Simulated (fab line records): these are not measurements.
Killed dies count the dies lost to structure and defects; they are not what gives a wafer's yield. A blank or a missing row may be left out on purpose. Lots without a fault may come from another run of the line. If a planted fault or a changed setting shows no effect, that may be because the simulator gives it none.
8D (eight disciplines) problem report, filled in by code / flow n5 finfet / the parts of the form that need people (team, actions taken, sign-off) are left out

## 1. PROBLEM STATEMENT
killed_at_M0_to_M3 at N5_PASSIVATION_PROBE_49 reads a mean of 129 on 4 wafers of 3 lots; wafers without a fault read 34 with a standard deviation of 9.4. That puts it +10 standard deviations away from the usual mean.
The first sign was on wafer L803.1 at day 16 17:55, on prober-01. At this step, 8 wafers from 4 lots have a number in the record. Rule for "out", or "out of limits": more than 4 standard deviations from the usual mean. The other wafers with a number count as sound.

## 2. WHAT IT IS AND WHAT IT IS NOT
question=which readings at this step | is=killed_at_M0_to_M3, defect limited yield, killed dies, sort n pass, sort yield pct | is not=killed_at_M4_up, killed at contacts, killed at front end, killed at other, killed short, sort_bin_6_memory
question=which lots | is=L803, L807, L808 | is not=L805
question=which wafers of those lots | is=L803.1, L807.4, L807.6, L808.4 | is not=L803.4
question=read on which tools | is=prober-01, prober-02 | is not=-
question=when | is=from day 16 17:55 | is not=up to then (0 sound wafers); but 4 sound wafers of L803, L805 came after

## 3. WHAT RULES OUT EACH SUSPECT
Counting: any tool at a process step up to the reading remains a suspect provided it ran every lot that is out. Sound lots after the first of them don't rule it out here, since some wafers of a struck lot are sound.
- pvd sputter-03 at N5_BEOL_M3_SPUTTER_86 (material Cu, target thk 4.5 nm, time 8.29 s): kept. It processed each lot that is out (first: L803, day 11 15:22); up to then, its last sound lot is L805 (day 11 10:24).
Remaining after the count: pvd sputter-03 at N5_BEOL_M3_SPUTTER_86.

## 4. THE CAUSE (what the simulator had put in)
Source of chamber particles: pvd sputter-03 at N5_BEOL_M3_SPUTTER_86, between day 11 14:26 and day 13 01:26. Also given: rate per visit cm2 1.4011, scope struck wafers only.
This tool alone remained once counting was done.

## 5. SEQUENCE OF EFFECTS, ordered by route
One row per reading whose mean, taken over the struck wafers that have a number, lies over 3 standard deviations from the usual. Readings are gone through only where the record gives a usual standard deviation; hours: the median, over the lots, of the time from a lot's start at the first step in this table giving one to that lot's start at this step; sigmas: the change measured in usual standard deviations.
hours=0; step=N5_PASSIVATION_PROBE_49; reading=defect limited yield; usual=91.2 %; on struck wafers=84.3; change=-6.9; sigmas=-4.9
hours=0; step=N5_PASSIVATION_PROBE_49; reading=killed_at_M0_to_M3; usual=34; on struck wafers=129; change=+95; sigmas=+10
hours=0; step=N5_PASSIVATION_PROBE_49; reading=killed dies; usual=103; on struck wafers=185; change=+82; sigmas=+4.8
hours=0; step=N5_PASSIVATION_PROBE_49; reading=killed on rim; usual=14; on struck wafers=29; change=+15; sigmas=+4.3
hours=0; step=N5_PASSIVATION_PROBE_49; reading=sort_bin_5_function; usual=5.1 %; on struck wafers=9.2; change=+4.2; sigmas=+4.5
hours=0; step=N5_PASSIVATION_PROBE_49; reading=sort n pass; usual=1077; on struck wafers=995; change=-82; sigmas=-4.8
hours=0; step=N5_PASSIVATION_PROBE_49; reading=sort yield pct; usual=91.2 %; on struck wafers=84.3; change=-6.9; sigmas=-4.9
Its process steps:
- N5_PASSIVATION_PROBE_49

## 6. WHAT WOULD HAVE CAUGHT IT SOONER
First out-of-limits reading in this record: day 16 17:55, which is 123 hours after fault onset at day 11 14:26.
An alarm limit of 4 standard deviations would not have fired on the tool readings at N5_BEOL_M3_SPUTTER_86 for which the record gives a usual standard deviation, since none of them was out on any struck wafer.
By day 16 17:55 the whole set of lots that are out, 3 in number, had already begun N5_BEOL_M3_SPUTTER_86 on pvd sputter-03. None of them would have been spared by holding the tool at that moment.
